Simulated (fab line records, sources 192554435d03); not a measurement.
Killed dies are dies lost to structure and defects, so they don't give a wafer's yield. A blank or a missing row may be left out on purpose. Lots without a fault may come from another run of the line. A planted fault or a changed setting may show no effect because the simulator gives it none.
fab line records | flow n5_finfet
record lots=10 wafers=30 last_day=18
route steps=1938 shown BEOL_M1@824 BEOL_M2@841 BEOL_M4@1111 PASSIVATION@1936
lots that met no fault: from a run of the same line without faults
start_h: hours from the record's first day to the start of the lot's first wafer shown | wait_h: hours since the lot's step before | " the same as in the row above | L1.1+2: a row that stands for several wafers | - no value, or no start given | * or withheld: withheld | < > ~ a bound
route shown NAME@n: a module of which the file shows steps, and the number in the route of the first | usual: mean/standard deviation of fault-free wafers | same: alike in all rows | chamber/n: place in a boat | sites: the reading at each site | _std_site: their standard deviation | _edge_site: outer sites' mean less inner sites' | radius_mm: how far each site lies from the wafer's centre | mask NAME#n: copy n | behind: the tool/chamber that last shaped the wafer | hold: why the lot was held/for how many hours/how that ended | device: the transistor (n, p or np) that didn't switch | end of line: the same wafers' tests at the end of the route | a step without rows: its recipe alone | killed: dies lost to structure and defects at the first sort, not the wafer's yield | map: a wafer's dies, x killed, . not, _ none there
set.NAME: the setting as run; set.NAME@STEP: as run at that earlier step | model.NAME: the simulator's own value behind a step, which no gauge read
steps of the route over a sample of lots; a table a step, a row a wafer
services: from which hour (start_h, from the record's first day; less than 0 if before it) a tool's chamber was out of use, for how many hours, and why
## steps
# step N5_BEOL_M1_SPUTTER_90
# recipe material=Cu target_thk_a=45 temp_c=-20 chamber_pressure_pa=0.07 power_w=withheld time_s=8.29
# usual throttle_valve_pct=29.6/1.2
# columns lot.wafer tool chamber start_h wait_h throttle_valve_pct
L745.4 pvd_sputter-03 - 128.57 0.1 30.8
L745.5 " - " " 27.7
L745.6 " - " " 30.3
L746.2 pvd_sputter-01 - 135.89 0.1 27.8
L746.4 " - " " 29.6
L746.6 " - " " 28.2
L747.2 pvd_sputter-01 - 144.85 0.1 28.3
L747.3 " - " " 28.1
L747.5 " - " " 30.9
L750.3 pvd_sputter-02 - 180.14 0.1 30.8
L750.4 " - " " 28.9
L750.5 " - " " 31.2
L752.2 pvd_sputter-02 - 187.52 0.1 29.3
L752.4 " - " " 28.1
L752.5 " - " " 30.9
L751.2 pvd_sputter-02 - 190.44 0.1 31.3
L751.5 " - " " 30.9
L751.6 " - " " 28.3
L754.1 pvd_sputter-03 - 194.57 0.1 30.3
L754.3 " - " " 30.5
L754.4 " - " " 28.1
L762.1 pvd_sputter-02 - 242.91 0.1 30.9
L762.2 " - " " 31.1
L762.3 " - " " 28.8
L765.1 pvd_sputter-01 - 260.82 0.1 28.5
L765.5 " - " " 29.7
L765.6 " - " " 28.7
L766.2 pvd_sputter-03 - 268.40 0.1 30.6
L766.3 " - " " 27.7
L766.4 " - " " 30.7
# step N5_BEOL_M1_SPUTTER_96
# recipe material=Cu target_thk_a=45 temp_c=-20 chamber_pressure_pa=0.07 power_w=withheld time_s=8.29
# usual throttle_valve_pct=29.6/1.2
# columns lot.wafer tool chamber start_h wait_h throttle_valve_pct
L745.4 pvd_sputter-03 - 129.23 0.1 30.9
L745.5 " - " " 28.1
L745.6 " - " " 30.4
L746.2 pvd_sputter-01 - 136.55 0.1 27.8
L746.4 " - " " 29.6
L746.6 " - " " 28.2
L747.2 pvd_sputter-01 - 145.51 0.1 28.3
L747.3 " - " " 28.1
L747.5 " - " " 30.9
L750.3 pvd_sputter-02 - 180.80 0.1 31.0
L750.4 " - " " 29.0
L750.5 " - " " 31.1
L752.2 pvd_sputter-02 - 188.18 0.1 29.0
L752.4 " - " " 27.9
L752.5 " - " " 31.1
L751.2 pvd_sputter-02 - 191.10 0.1 30.9
L751.5 " - " " 30.9
L751.6 " - " " 27.9
L754.1 pvd_sputter-03 - 195.23 0.1 30.1
L754.3 " - " " 30.4
L754.4 " - " " 27.8
L762.1 pvd_sputter-02 - 243.57 0.1 31.4
L762.2 " - " " 30.7
L762.3 " - " " 29.0
L765.1 pvd_sputter-01 - 261.48 0.1 28.5
L765.5 " - " " 29.9
L765.6 " - " " 28.7
L766.2 pvd_sputter-03 - 269.06 0.1 30.9
L766.3 " - " " 27.8
L766.4 " - " " 30.5
# step N5_BEOL_M1_CMP_52
# recipe stop_on=SiOC t_overpolish_s=6.8 down_force_psi=1 platen_rpm=50 clearing_platen_down_force_psi=1.5 clearing_platen_rpm=50 post_cmp_clean=cu_alkaline target_thk_nm=40 clearing_platen_pad_velocity_m_s=0.99484 pad_velocity_m_s=0.99484
# usual barrier_field_endpoint_s=24.9/0.69 edge_zone_pressure_frac=1.000/0.0044 motor_current_A=5.8/0.78 overpolish_run_s=6.800/0.0093 time_to_endpoint_s=64/3.6
# columns lot.wafer tool chamber start_h wait_h barrier_field_endpoint_s edge_zone_pressure_frac motor_current_A overpolish_run_s time_to_endpoint_s
L745.4 cmp-04 1 129.84 0.2 25.8 1.001 5.1 6.807 70
L745.6 " 0 " " 24.2 1.000 5.1 6.800 60
L745.5 " 1 " " 25.5 1.003 5.7 6.799 68
L746.2 cmp-04 1 137.12 0.3 25.4 0.998 5.1 6.799 69
L746.4 " 2 " " 25.2 0.999 5.2 6.794 65
L746.6 " 3 " " 25.6 0.996 6.0 6.798 63
L747.3 cmp-04 3 146.04 0.2 25.8 1.001 6.5 6.810 68
L747.2 " 1 " " 25.6 0.996 5.4 6.791 69
L747.5 " 2 " " 26.1 1.007 5.1 6.798 72
L750.3 cmp-04 0 181.38 0.3 24.8 0.996 5.4 6.800 62
L750.4 " 1 " " 25.9 0.997 5.4 6.785 68
L750.5 " 3 " " 25.6 1.000 6.4 6.790 62
L752.2 cmp-02 1 188.94 0.4 24.7 0.991 6.3 6.773 60
L752.4 " 0 " " 25.0 1.001 4.6 6.791 68
L752.5 " 2 " " 25.0 1.001 6.0 6.791 68
L751.2 cmp-04 1 191.86 0.4 25.4 0.996 5.5 6.810 68
L751.5 " 1 " " 24.5 1.000 5.1 6.783 61
L751.6 " 2 " " 25.8 0.998 5.2 6.795 66
L754.3 cmp-02 1 195.74 0.2 25.4 0.999 5.9 6.802 65
L754.1 " 3 " " 23.8 0.998 5.7 6.803 60
L754.4 " 0 " " 25.1 1.003 4.7 6.802 64
L762.2 cmp-01 3 244.33 0.2 24.1 0.992 6.5 6.798 65
L762.1 " 0 " " 24.5 0.998 6.3 6.796 66
L762.3 " 1 " " 24.9 1.006 6.9 6.800 67
L765.1 cmp-02 0 262.05 0.3 25.1 0.999 4.4 6.789 68
L765.5 " 2 " " 25.7 1.007 6.1 6.798 66
L765.6 " 3 " " 24.5 0.996 5.4 6.802 62
L766.4 cmp-04 1 269.77 0.2 25.2 0.997 5.2 6.796 65
L766.2 " 2 " " 24.3 1.003 5.3 6.792 64
L766.3 " 3 " " 25.3 0.998 6.7 6.803 63
# step N5_BEOL_M2_ILD_DEP_00
# recipe material=SiOC target_thk_a=790 temp_c=350 precursor=DEMS/O2 pressure_torr=5 rf_w=500 time_s=15.3
# usual heater_power_w=496/91 showerhead_plenum_p_Torr=5.697/0.015 throttle_valve_pct=11.7/0.52
# columns lot.wafer tool chamber start_h wait_h heater_power_w showerhead_plenum_p_Torr throttle_valve_pct
L745.4 pecvd-01 1 130.44 0.1 568 5.702 12.7
L745.5 " 2 " " 606 5.674 11.9
L745.6 " 0 " " 521 5.711 11.3
L746.2 pecvd-04 1 137.66 0.0 477 5.692 12.0
L746.4 " 1 " " 469 5.703 12.1
L746.6 " 2 " " 390 5.690 11.3
L747.2 pecvd-01 0 146.66 0.0 540 5.708 11.1
L747.3 " 2 " " 578 5.662 12.0
L747.5 " 1 " " 596 5.697 12.1
L750.3 pecvd-04 2 181.92 0.0 387 5.682 11.4
L750.4 " 0 " " 517 5.674 12.0
L750.5 " 1 " " 443 5.693 11.9
L752.2 pecvd-04 0 189.56 0.0 481 5.694 11.8
L752.4 " 2 " " 372 5.691 11.5
L752.5 " 0 " " 495 5.688 12.0
L751.2 pecvd-04 2 192.49 0.0 330 5.683 11.8
L751.5 " 1 " " 475 5.689 12.1
L751.6 " 0 " " 433 5.695 11.8
L754.1 pecvd-03 2 196.39 0.0 677 5.706 11.1
L754.3 " 0 " " 384 5.707 11.3
L754.4 " 2 " " 681 5.723 11.1
L762.1 pecvd-01 1 244.94 0.0 495 5.700 12.5
L762.2 " 2 " " 563 5.650 10.7
L762.3 " 0 " " 574 5.726 11.4
L765.1 pecvd-01 0 262.59 0.0 555 5.714 11.1
L765.5 " 2 " " 606 5.668 11.0
L765.6 " 0 " " 537 5.712 11.3
L766.2 pecvd-01 2 270.35 0.0 594 5.683 11.1
L766.3 " 1 " " 565 5.702 12.2
L766.4 " 2 " " 592 5.656 10.8
# step N5_BEOL_M2_THK_MEAS_01
# recipe reads=SiOC_of_BEOL_M2_ILD_DEP_00
# usual M2_ILD_THK=78.9/1
# columns lot.wafer tool chamber start_h wait_h M2_ILD_THK[nm]
L745.4 film_metro-01 - 130.49 0.0 81.5
L745.5 " - " " 80.9
L745.6 " - " " 80.7
L746.2 film_metro-02 - 137.73 0.1 78.6
L746.4 " - " " 78.9
L746.6 " - " " 79.0
L747.2 film_metro-01 - 146.73 0.1 78.6
L747.3 " - " " 77.8
L747.5 " - " " 78.7
L750.3 film_metro-01 - 181.99 0.1 78.0
L750.4 " - " " 79.7
L750.5 " - " " 78.6
L752.2 film_metro-01 - 189.63 0.1 105.6
L752.4 " - " " 79.3
L752.5 " - " " 107.1
L751.2 film_metro-02 - 192.56 0.1 104.3
L751.5 " - " " 104.9
L751.6 " - " " 78.7
L754.1 film_metro-02 - 196.46 0.0 78.5
L754.3 " - " " 78.8
L754.4 " - " " 79.6
L762.1 film_metro-02 - 245.01 0.0 78.9
L762.2 " - " " 80.0
L762.3 " - " " 80.3
L765.1 film_metro-01 - 262.66 0.0 79.2
L765.5 " - " " 79.5
L765.6 " - " " 80.4
L766.2 film_metro-01 - 270.42 0.1 78.7
L766.3 " - " " 78.3
L766.4 " - " " 79.1
# step N5_BEOL_M4_RC_MEAS_101
# usual DIBL_N=36.0/1.9 DIBL_P=36.0/2.1 IOFF_N=0.155/0.029 IOFF_P=0.20/0.032 ION_N=672/11 ION_P=461/6.9 SS_N=71.5/0.58 SS_P=73.2/0.64 VT_N=250.4/2.9 VT_P=-251.0/2.8
# columns lot.wafer tool chamber start_h wait_h DIBL_N[mV/V] DIBL_P[mV/V] IOFF_N[nA/um] IOFF_P[nA/um] ION_N[uA/um] ION_P[uA/um] SS_N[mV/dec] SS_P[mV/dec] VT_N[mV] VT_P[mV]
L745.4 prober-02 0 180.36 0.5 34.5 33.8 0.124 0.16 676 455 70.4 72.2 254.2 -256.0
L745.5 " 0 " " 35.0 35.0 0.131 0.17 659 446 71.1 72.5 253.3 -252.8
L745.6 " 0 " " 35.1 34.7 0.136 0.16 661 451 70.7 72.9 251.9 -257.8
L746.2 prober-02 0 185.41 0.2 36.5 35.3 0.129 0.19 654 452 71.4 73.9 254.5 -251.4
L746.4 " 0 " " 34.5 33.6 0.114 0.18 672 470 71.0 72.9 254.6 -251.4
L746.6 " 0 " " 34.4 33.3 0.112 0.17 666 462 70.8 72.3 254.9 -253.8
L747.2 prober-01 0 187.22 0.2 34.9 34.6 0.145 0.22 661 457 71.4 72.4 249.4 -248.6
L747.3 " 0 " " 35.2 35.3 0.160 0.22 670 462 71.6 73.1 245.6 -248.3
L747.5 " 0 " " 36.4 35.9 0.168 0.22 669 460 72.3 72.6 247.4 -250.0
L750.3 prober-02 0 214.62 0.3 40.6 39.6 0.218 0.27 676 465 72.8 74.5 248.8 -248.0
L750.4 " 0 " " 39.2 39.2 0.194 0.25 686 466 72.2 74.2 246.9 -246.9
L750.5 " 0 " " 41.7 41.4 0.236 0.30 678 467 72.6 74.4 246.5 -246.9
L751.6 prober-01 0 221.70 0.8 38.5 36.5 0.182 0.20 675 454 71.5 73.5 249.8 -251.3
L752.4 prober-02 0 224.03 0.5 36.1 36.5 0.157 0.22 675 459 71.7 74.0 251.4 -250.4
L754.1 prober-01 0 240.97 0.0 36.0 37.2 0.153 0.21 688 469 70.9 74.1 249.2 -248.9
L754.3 " 0 " " 35.7 36.8 0.155 0.22 672 467 71.1 73.8 250.3 -250.4
L754.4 " 0 " " 34.6 35.8 0.135 0.20 665 466 71.5 73.6 251.7 -249.1
L762.1 prober-01 0 285.18 0.0 35.9 37.6 0.158 0.19 682 463 71.7 73.3 251.3 -253.3
L762.2 " 0 " " 37.4 38.4 0.185 0.20 674 457 71.9 74.1 250.6 -255.3
L762.3 " 0 " " 35.4 37.0 0.133 0.17 658 456 71.7 73.5 255.4 -255.4
L765.1 prober-02 0 303.98 0.0 38.0 36.8 0.169 0.22 676 469 72.0 73.9 249.1 -247.3
L765.5 " 0 " " 36.2 35.3 0.148 0.20 673 462 70.9 73.6 250.4 -249.4
L765.6 " 0 " " 38.5 37.9 0.187 0.23 679 460 71.9 74.0 246.4 -247.4
L766.2 prober-02 0 312.04 0.2 33.6 33.1 0.130 0.18 675 467 71.5 72.1 250.5 -250.3
L766.3 " 0 " " 32.7 32.2 0.124 0.17 673 464 70.7 72.4 255.6 -251.7
L766.4 " 0 " " 34.6 33.9 0.132 0.19 656 457 70.9 72.7 253.0 -251.1
# step N5_PASSIVATION_PROBE_49
# usual defect_limited_yield=91.0/1.5 killed_at_M0_to_M3=33/9.4 killed_at_M4_up=14/4.8 killed_at_contacts=13/7.3 killed_at_front_end=43/13 killed_at_other=3.6/2.9 killed_dies=106/18 killed_on_rim=14/4.2 killed_open=69/13 killed_short=35/8.2 sort_bin_5_function=5.3/1 sort_bin_6_memory=3.3/0.68 sort_n_pass=1074/18 sort_yield_pct=91.0/1.5
# same gross_dies=1180 killed_at_back_side=0 sort_bin_4_leakage[%]=0 sort_bin_8_speed[%]=0
# columns lot.wafer tool chamber start_h wait_h defect_limited_yield[%] killed_at_M0_to_M3 killed_at_M4_up killed_at_contacts killed_at_front_end killed_at_other killed_dies killed_on_rim killed_open killed_short sort_bin_5_function[%] sort_bin_6_memory[%] sort_n_pass sort_yield_pct[%]
L751.2 prober-02 - 329.36 0.1 25.9 793 19 9 50 3 874 25 68 26 70.5 3.1 306 25.9
L751.5 prober-02 - 329.51 0.2 24.2 828 14 9 41 2 894 29 58 30 72.8 2.3 286 24.2
L751.6 prober-02 - 329.56 0.3 91.2 21 14 14 43 12 104 9 73 31 4.4 4.3 1076 91.2
L752.2 prober-02 - 343.15 0.1 24.1 826 10 26 27 7 896 27 69 39 72.5 2.9 284 24.1
L752.4 prober-02 - 343.25 0.2 90.5 37 3 13 57 2 112 12 60 48 5.0 3.6 1068 90.5
L752.5 prober-02 - 343.30 0.2 25.3 818 2 19 34 8 881 23 46 42 71.2 2.8 299 25.3
L754.1 prober-01 - 350.89 0.0 92.1 27 13 18 34 1 93 20 68 25 4.9 2.5 1087 92.1
L754.3 prober-01 - 350.99 0.1 91.2 40 5 7 52 0 104 15 69 33 5.3 3.2 1076 91.2
L754.4 prober-01 - 351.04 0.2 87.4 42 12 6 85 4 149 11 89 56 7.6 4.1 1031 87.4
L765.1 prober-02 - 404.19 0.0 92.7 24 16 6 38 2 86 5 58 26 4.3 2.9 1094 92.7
L765.5 prober-02 - 404.39 0.2 90.9 44 11 4 43 5 107 14 68 36 5.1 3.4 1073 90.9
L765.6 prober-02 - 404.44 0.3 90.3 30 14 13 54 4 115 11 69 38 5.8 3.4 1065 90.3
# killed by level:class
L751.2 BEOL_M2:area_dep=776 FIN_SAQP:geometric_particle:open=15 FIN_SAQP:geometric_particle:short=11 STI_FIN_REVEAL:geometric_particle:open=10 MOL_CONTACT_COAG:geometric_particle:open=9 BEOL_M4:geometric_particle:open=8 BEOL_M1:geometric_particle:open=7 BEOL_M0_SAQP:geometric_particle:open=4
L751.5 BEOL_M2:area_dep=801 BEOL_M4:geometric_particle:open=12 STI_FIN_REVEAL:geometric_particle:open=9 FIN_SAQP:geometric_particle:open=8 BEOL_M3:geometric_particle:open=8 FIN_SAQP:geometric_particle:short=6 MOL_CONTACT_COAG:geometric_particle:open=6 BEOL_M1:geometric_particle:open=6
L751.6 STI_FIN_REVEAL:geometric_particle:open=11 MOL_CONTACT_COAG:geometric_particle:open=10 FIN_SAQP:geometric_particle:open=9 BEOL_M4:geometric_particle:open=8 MIM_TOP:geometric_particle:short=7 FIN_SAQP:geometric_particle:short=6 DUMMY_GATE:geometric_particle:open=5 MOL_CONTACT_COAG:geometric_particle:short=4
L752.2 BEOL_M2:area_dep=784 MOL_CONTACT_COAG:geometric_particle:open=16 BEOL_M0_SAQP:geometric_particle:open=14 MOL_CONTACT_COAG:geometric_particle:short=10 FIN_SAQP:geometric_particle:open=8 FIN_SAQP:geometric_particle:short=7 BEOL_M1:geometric_particle:open=6 BEOL_M0:geometric_particle:short=6
L752.4 STI_FIN_REVEAL:geometric_particle:open=14 FIN_SAQP:geometric_particle:short=11 MOL_CONTACT_COAG:geometric_particle:open=10 FIN_SAQP:geometric_particle:open=9 BEOL_M1:geometric_particle:open=9 BEOL_M0_SAQP:geometric_particle:short=9 BEOL_M0_SAQP:geometric_particle:open=7 BEOL_M0:geometric_particle:short=7
L752.5 BEOL_M2:area_dep=793 MOL_CONTACT_COAG:geometric_particle:open=14 STI_FIN_REVEAL:geometric_particle:open=12 BEOL_M0:geometric_particle:short=9 MOL_CONTACT_COAG:geometric_particle:short=5 BEOL_M1:geometric_particle:open=5 SPACER0:geometric_particle:short=4 FIN_SAQP:geometric_particle:short=3
L754.1 MOL_CONTACT_COAG:geometric_particle:open=13 STI_FIN_REVEAL:geometric_particle:open=9 FIN_SAQP:geometric_particle:open=8 BEOL_M2:geometric_particle:open=6 BEOL_M5:geometric_particle:open=6 MOL_CONTACT_COAG:geometric_particle:short=5 FIN_SAQP:geometric_particle:short=4 BEOL_M1:geometric_particle:open=4
L754.3 FIN_SAQP:geometric_particle:open=15 FIN_SAQP:geometric_particle:short=11 BEOL_M2:geometric_particle:open=11 BEOL_M0_SAQP:geometric_particle:short=9 BEOL_M0_SAQP:geometric_particle:open=7 STI_FIN_REVEAL:geometric_particle:open=6 MOL_CONTACT_COAG:geometric_particle:open=6 GATE_CUT:geometric_particle:open=4
L754.4 FIN_SAQP:geometric_particle:open=33 FIN_SAQP:geometric_particle:short=21 BEOL_M2:geometric_particle:open=15 BEOL_M0_SAQP:geometric_particle:open=7 BEOL_M1:geometric_particle:open=6 MOL_CONTACT_COAG:geometric_particle:open=5 BEOL_M4:geometric_particle:open=5 STARTING-WAFER:geometric_particle:open=5
L765.1 STI_FIN_REVEAL:geometric_particle:open=9 BEOL_M1:geometric_particle:open=7 GATE_CUT:geometric_particle:short=6 MOL_CONTACT_COAG:geometric_particle:open=6 DUMMY_GATE:geometric_particle:open=5 BEOL_M2:geometric_particle:open=5 BEOL_M4:geometric_particle:short=5 BEOL_M6:geometric_particle:open=5
L765.5 STI_FIN_REVEAL:geometric_particle:open=13 BEOL_M0_SAQP:geometric_particle:open=10 BEOL_M2:geometric_particle:open=10 BEOL_M0_SAQP:geometric_particle:short=7 BEOL_M1:geometric_particle:open=7 GATE_CUT:geometric_particle:short=6 BEOL_M4:geometric_particle:open=6 FIN_SAQP:geometric_particle:open=4
L765.6 STI_FIN_REVEAL:geometric_particle:open=13 BEOL_M1:geometric_particle:open=10 FIN_SAQP:geometric_particle:short=9 MOL_CONTACT_COAG:geometric_particle:open=8 FIN_SAQP:geometric_particle:open=7 DUMMY_GATE:geometric_particle:open=7 BEOL_M1:geometric_particle:short=5 BEOL_M2:geometric_particle:open=5
## services
# columns tool chamber start_h hours kind
pecvd-04 0 116.33 2.1 scheduled_down
pecvd-03 - 136.71 1.1 repair
pvd_sputter-03 - 137.72 2.9 repair
pecvd-03 - 145.76 1.0 repair
cmp-01 - 149.02 0.2 repair
pecvd-04 - 150.68 0.5 repair
cmp-01 - 161.62 0.5 repair
pvd_sputter-03 - 164.10 7.1 repair
cmp-01 - 171.43 1.2 repair
cmp-02 - 172.72 1.7 repair
pecvd-01 2 190.23 2.3 repair
pecvd-01 2 192.53 5.5 scheduled_down
pecvd-04 - 195.44 5.5 pm
cmp-04 - 197.34 4.2 repair
pecvd-01 2 202.38 - clean
pecvd-01 2 202.38 - consumable_replace:showerhead
pecvd-01 2 202.38 29.0 scheduled_down
pecvd-01 2 202.38 29.0 vent_cycle
cmp-01 - 203.68 4.0 pm
pecvd-04 0 217.44 5.5 scheduled_down
cmp-02 - 236.73 2.3 repair
pecvd-01 - 255.43 0.8 repair
cmp-02 - 263.21 4.0 pm
cmp-02 - 267.21 - consumable_replace:conditioner
## key
first_sign step=N5_BEOL_M2_THK_MEAS_01 reading=M2_ILD_THK direction=up sigmas=25 usual=78.9 struck=105.5
effect step=N5_PASSIVATION_PROBE_49 reading=killed_at_M0_to_M3 direction=up sigmas=84 usual=33 struck=816
more_kills_born_at N5_BEOL_M2_ILD_DEP_00@pecvd-04=3154
met_at N5_BEOL_M2_ILD_DEP_00
struck_lots L751,L752
struck_wafers L751.2,L751.5,L752.2,L752.5
later_rows_left_out L751.2,L751.5,L752.2,L752.5
not_acting_at N5_BEOL_M1_SPUTTER_90,N5_BEOL_M1_SPUTTER_96,N5_BEOL_M1_CMP_52
onset_between 181.92 189.56
fault kind=process_parameter_drift tool=pecvd-04 chamber=- onset_h=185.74 steps=N5_BEOL_M2_ILD_DEP_00 channel=time_s offset=* shape=step end_h=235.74 scope=struck_wafers_only acts_in=* stated=*
# later_rows_left_out: the simulator's readings of these wafers behind a module that went badly wrong aren't trusted and aren't shown, but for the sort
